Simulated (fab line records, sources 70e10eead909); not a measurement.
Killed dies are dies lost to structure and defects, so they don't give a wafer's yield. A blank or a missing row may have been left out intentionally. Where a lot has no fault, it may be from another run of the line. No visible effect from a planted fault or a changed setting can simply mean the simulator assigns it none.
Chamber matching || flow nand_harc || NHARC_P_CONTACT_ETCH_35 on rie_diel-10 has 4 sister chambers
The step etches the open film in CF4, target depth 39 nm, time 65 s. 8 wafers are shown with their chamber, then 11 later ones without.

WAFERS, EACH WITH ITS CHAMBER
{"wafer": "L084.1", "chamber": 1, "drypump_motor_current_A (A)": 5.41, "rf_vpp_V (V)": 151.6}
{"wafer": "L084.3", "chamber": 2, "drypump_motor_current_A (A)": 5.54, "rf_vpp_V (V)": 150.6}
{"wafer": "L088.5", "chamber": 3, "drypump_motor_current_A (A)": 5.82, "rf_vpp_V (V)": 152.2}
{"wafer": "L088.6", "chamber": 2, "drypump_motor_current_A (A)": 5.58, "rf_vpp_V (V)": 151.2}
{"wafer": "L090.1", "chamber": 0, "drypump_motor_current_A (A)": 5.67, "rf_vpp_V (V)": 151.2}
{"wafer": "L090.5", "chamber": 0, "drypump_motor_current_A (A)": 5.66, "rf_vpp_V (V)": 151.9}
{"wafer": "L090.6", "chamber": 1, "drypump_motor_current_A (A)": 5.40, "rf_vpp_V (V)": 153.2}
{"wafer": "L092.1", "chamber": 3, "drypump_motor_current_A (A)": 5.88, "rf_vpp_V (V)": 153.5}

WAFERS MISSING THEIR CHAMBER
{"wafer": "L092.3", "drypump_motor_current_A (A)": 5.66, "rf_vpp_V (V)": 152.3}
{"wafer": "L092.5", "drypump_motor_current_A (A)": 5.88, "rf_vpp_V (V)": 153.9}
{"wafer": "L093.2", "drypump_motor_current_A (A)": 5.58, "rf_vpp_V (V)": 150.5}
{"wafer": "L093.3", "drypump_motor_current_A (A)": 5.89, "rf_vpp_V (V)": 152.3}
{"wafer": "L093.6", "drypump_motor_current_A (A)": 5.68, "rf_vpp_V (V)": 151.8}
{"wafer": "L095.1", "drypump_motor_current_A (A)": 5.85, "rf_vpp_V (V)": 153.6}
{"wafer": "L095.4", "drypump_motor_current_A (A)": 5.68, "rf_vpp_V (V)": 150.5}
{"wafer": "L095.5", "drypump_motor_current_A (A)": 5.67, "rf_vpp_V (V)": 151.3}
{"wafer": "L097.1", "drypump_motor_current_A (A)": 5.85, "rf_vpp_V (V)": 152.8}
{"wafer": "L097.2", "drypump_motor_current_A (A)": 5.39, "rf_vpp_V (V)": 150.9}
{"wafer": "L097.3", "drypump_motor_current_A (A)": 5.58, "rf_vpp_V (V)": 153.4}

WHICH CHAMBER EACH WENT THROUGH
{"wafer": "L092.3", "from the rows above": 0, "in truth": 0}
{"wafer": "L092.5", "from the rows above": 3, "in truth": 3}
{"wafer": "L093.2", "from the rows above": 2, "in truth": 2}
{"wafer": "L093.3", "from the rows above": 3, "in truth": 3}
{"wafer": "L093.6", "from the rows above": 0, "in truth": 0}
{"wafer": "L095.1", "from the rows above": 3, "in truth": 3}
{"wafer": "L095.4", "from the rows above": 0, "in truth": 0}
{"wafer": "L095.5", "from the rows above": 0, "in truth": 0}
{"wafer": "L097.1", "from the rows above": 3, "in truth": 3}
{"wafer": "L097.2", "from the rows above": 1, "in truth": 1}
{"wafer": "L097.3", "from the rows above": "can't be placed: 2 or 0", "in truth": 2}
10 of 11 placed correctly. From these rows, 1 cannot be placed; in 1 the true chamber is one of the candidates. Placed wrongly: 0.
How it was worked out, from the rows above alone: a wafer's distance from a chamber is the root of the sum, over the readings, of the square of ((its reading less the chamber's mean) divided by the reading's scatter). The wafer belongs to the nearest chamber; if the next one is less than 2 further off, it can't be placed. A chamber's mean is the mean of its shown wafers. The scatter: take each reading less its chamber's mean, square it, sum over the shown wafers, divide by the number of wafers less the number of chambers, and take the root.
